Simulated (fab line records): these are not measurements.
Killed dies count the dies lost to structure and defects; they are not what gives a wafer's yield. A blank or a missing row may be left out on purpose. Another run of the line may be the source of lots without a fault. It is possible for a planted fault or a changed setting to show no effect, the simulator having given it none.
Code-filled problem report in 8D (eight disciplines) form    flow nand-harc    the parts of the form that need people (team, actions taken, sign-off) are left out

1. THE ISSUE
Mean of thk-nm at NHARC_A_ONON_D1_THK_MEAS_21: 1502 nm across 6 wafers in 2 lots; on wafers with no fault it is 997 nm (standard deviation 9.9). That is +51 standard deviations from the usual mean.
The step: measures by ellipsometry.
The first sign was on wafer L717.1 at day 10 09:46, on film-metro-02. The record has a number at this step for 42 wafers belonging to 14 lots. The rule behind "out" and "out of limits": a value lying over 4 standard deviations away from the usual mean. Any other wafer with a number is counted as sound.

2. WHAT IT IS, AND WHAT IT ISN'T
question                     is                      is not
which readings at this step  thk-nm                  -
which lots                   L717, L720              L709, L711, L716, L722, L723, L724, L725, L726, L727, L729, L730, L731
which wafers of those lots   all that have a number  -
read on which gauges         film-metro-02           film-metro-01
when                         from day 10 09:46       up to then (9 sound wafers); but 27 sound wafers of L722, L723, L724, L725, L726, L727, L729, L730, L731 came after

3. SUSPECTS, AND WHAT RULES EACH OUT
Counting: any tool at a process step up to the reading is kept as a suspect provided that every lot that is out went through it and no sound lot did after the first of them.
- the gauge at NHARC_A_ONON_D1_THK_MEAS_21 has been ruled out. All the wafers that are out were read on film-metro-02, but those of them that NHARC_END_SORT_01 has rows for are out there too, on other tools.
- pecvd-onon-02 at NHARC_A_ONON_D1_DEP_19 (target thk 1000 nm): kept. It processed each lot that is out, first L717 at day 10 09:15, and no sound lot thereafter; up to then, the last sound lot it processed was L711 at day 8 13:34.
The count leaves pecvd-onon-02 at NHARC_A_ONON_D1_DEP_19.

4. THE CAUSE (what the simulator had put in)
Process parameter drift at NHARC_A_ONON_D1_DEP_19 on pecvd-onon-02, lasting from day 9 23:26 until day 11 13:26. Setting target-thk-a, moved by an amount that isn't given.
Counting left only this tool.

5. THE CHAIN OF EFFECTS, in route order
Each row: a reading where the mean over the struck wafers with a number is more than 3 standard deviations away from the usual. Scope: only readings with a usual standard deviation given in the record; hours: median across lots of the time from each lot's start at the first step in this table that gives one to its start at this step; sigmas: change in usual standard deviations.
hours  step                         reading          usual   on struck wafers  change  sigmas
0      NHARC_A_ONON_D1_THK_MEAS_21  thk-nm           997 nm  1502              +505    +51
313    NHARC_END_SORT_01            killed-at-array  26      673               +647    +59
313    NHARC_END_SORT_01            killed-dies      29      677               +648    +59

6. HOW IT WOULD HAVE BEEN CAUGHT EARLIER
10 hours passed between the start of the fault at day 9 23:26 and the first reading out of limits at a measuring or inspecting step in this record, taken at day 10 09:46.
Lots out: 2; of these, L720 started NHARC_A_ONON_D1_DEP_19 on pecvd-onon-02 after day 10 09:46. A tool hold placed at that time would have kept it from harm.
